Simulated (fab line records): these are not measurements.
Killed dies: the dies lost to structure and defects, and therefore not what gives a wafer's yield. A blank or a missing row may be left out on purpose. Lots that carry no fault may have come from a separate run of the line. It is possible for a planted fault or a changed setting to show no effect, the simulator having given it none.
Matching of chambers + flow n5_finfet + 3 sister chambers for N5_BEOL_M3_CO_CAP_55 on cvd_co-02
The step material Co, precursor CCTBA/H2, target thk 2 nm, time 102.1 s. 3 wafers are shown with their chamber, then 11 later ones without.

== EACH WAFER AND ITS CHAMBER ==
| wafer  | chamber | heater_power_w (W) |
|--------|---------|--------------------|
| L080.6 | 0       | 212                |
| L087.4 | 2       | 235                |
| L088.3 | 1       | 235                |

== WAFERS WITHOUT THEIR CHAMBER ==
| wafer  | heater_power_w (W) |
|--------|--------------------|
| L088.5 | 242                |
| L088.6 | 228                |
| L095.2 | 238                |
| L095.5 | 230                |
| L095.6 | 244                |
| L097.2 | 238                |
| L097.3 | 232                |
| L097.5 | 209                |
| L096.1 | 215                |
| L096.2 | 238                |
| L096.4 | 208                |

== CHAMBER TAKEN BY EACH ==
| wafer  | from the rows above          | in truth |
|--------|------------------------------|----------|
| L088.5 | can't be placed: 1 or 2      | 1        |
| L088.6 | can't be placed: 1 or 2 or 0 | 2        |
| L095.2 | can't be placed: 1 or 2      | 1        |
| L095.5 | can't be placed: 1 or 2      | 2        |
| L095.6 | can't be placed: 1 or 2      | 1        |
| L097.2 | can't be placed: 1 or 2      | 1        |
| L097.3 | can't be placed: 1 or 2      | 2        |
| L097.5 | 0                            | 0        |
| L096.1 | 0                            | 0        |
| L096.2 | can't be placed: 1 or 2      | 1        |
| L096.4 | 0                            | 0        |
3 of 11 placed correctly. Can't be placed from these rows: 8 (the true chamber is among the candidates in 8). Placed wrongly: 0.
How it was worked out, from the rows above alone: a wafer's distance from a chamber is the root of the sum, over the readings, of the square of ((its reading less the chamber's mean) divided by the reading's scatter). The wafer belongs to the nearest chamber; if the next one is less than 2 further off, it can't be placed. A chamber's mean is the mean of its shown wafers. The scatter: with one shown wafer a chamber, the root of the mean of the squares of how far each hidden wafer lies from its nearest shown one.
